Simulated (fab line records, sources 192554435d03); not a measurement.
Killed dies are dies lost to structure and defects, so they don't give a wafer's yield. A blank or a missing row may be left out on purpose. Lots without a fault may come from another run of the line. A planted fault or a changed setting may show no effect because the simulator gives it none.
Chamber matching | flow n5_finfet | N5_DUMMY_REMOVAL_HM_STRIP_01 on rie_diel-06: 4 sister chambers
The step strips SiNx in CH3F/O2, stops on poly-Si, target depth 4 nm, time 6.8 s. 22 wafers are shown with their chamber, then 11 later ones without.

WAFERS WITH THEIR CHAMBER
wafer  | chamber | drypump_motor_current_A (A) | throttle_valve_pct (%) | oes_product_au (a.u.)
L074.2 | 1       | 5.0                         | 16.23                  | 0.55
L074.5 | 3       | 5.6                         | 16.08                  | 0.74
L074.6 | 2       | 5.9                         | 16.47                  | 0.57
L081.2 | 3       | 5.6                         | 16.13                  | 0.72
L081.4 | 0       | 5.9                         | 16.39                  | 0.80
L081.5 | 3       | 5.6                         | 16.13                  | 0.71
L083.2 | 2       | 5.9                         | 16.50                  | 0.56
L083.5 | 3       | 5.6                         | 16.12                  | 0.71
L083.6 | 2       | 5.8                         | 16.50                  | 0.56
L085.1 | 2       | 5.9                         | 16.50                  | 0.57
L085.2 | 3       | 5.6                         | 16.13                  | 0.70
L085.4 | 0       | 5.9                         | 16.42                  | 0.75
L086.2 | 0       | 5.9                         | 16.43                  | 0.75
L086.3 | 1       | 5.0                         | 15.77                  | 0.75
L086.6 | 1       | 5.0                         | 15.78                  | 0.75
L087.1 | 1       | 5.0                         | 15.78                  | 0.75
L087.3 | 3       | 5.6                         | 16.14                  | 0.69
L087.4 | 3       | 5.6                         | 16.14                  | 0.71
L090.1 | 0       | 5.9                         | 16.44                  | 0.74
L090.2 | 2       | 5.9                         | 16.05                  | 0.76
L090.5 | 0       | 5.9                         | 16.44                  | 0.74
L091.2 | 1       | 5.0                         | 15.76                  | 0.74

SIGNATURES (means of the wafers above)
reading                 | chamber 0 | chamber 1 | chamber 2 | chamber 3 | scatter within a chamber
drypump_motor_current_A | 5.900     | 5.000     | 5.880     | 5.600     | 0.0211
throttle_valve_pct      | 16.4240   | 15.8640   | 16.4040   | 16.1243   | 0.135
oes_product_au          | 0.7560    | 0.7080    | 0.6040    | 0.7114    | 0.0605
Rule: a wafer's distance from a chamber is the root of the sum, over the readings, of the square of ((its reading less the chamber's mean) divided by the reading's scatter). The wafer belongs to the nearest chamber; if the next one is less than 2 further off, it can't be placed. The scatter: the root of (the sum of the squares of (reading less its chamber's mean) over the shown wafers, divided by (wafers less chambers)).

WAFERS WITHOUT THEIR CHAMBER
wafer  | drypump_motor_current_A (A) | throttle_valve_pct (%) | oes_product_au (a.u.)
L091.4 | 5.6                         | 16.15                  | 0.70
L091.6 | 5.0                         | 15.79                  | 0.74
L093.1 | 5.6                         | 16.16                  | 0.69
L093.2 | 5.8                         | 16.04                  | 0.74
L093.5 | 5.9                         | 16.03                  | 0.74
L094.1 | 5.0                         | 15.80                  | 0.72
L094.4 | 5.8                         | 16.05                  | 0.74
L094.6 | 5.0                         | 15.81                  | 0.72
L095.2 | 5.9                         | 16.49                  | 0.70
L095.4 | 5.0                         | 15.79                  | 0.72
L095.5 | 5.0                         | 15.80                  | 0.71

WHICH CHAMBER EACH WENT THROUGH
wafer  | from the rows above     | in truth
L091.4 | 3                       | 3
L091.6 | 1                       | 1
L093.1 | 3                       | 3
L093.2 | can't be placed: 2 or 0 | 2
L093.5 | can't be placed: 0 or 2 | 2
L094.1 | 1                       | 1
L094.4 | can't be placed: 2 or 0 | 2
L094.6 | 1                       | 1
L095.2 | can't be placed: 0 or 2 | 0
L095.4 | 1                       | 1
L095.5 | 1                       | 1
Placed correctly: 7 of 11. Can't be placed from these rows: 4 (the true chamber is among the candidates in 4). Placed wrongly: 0.
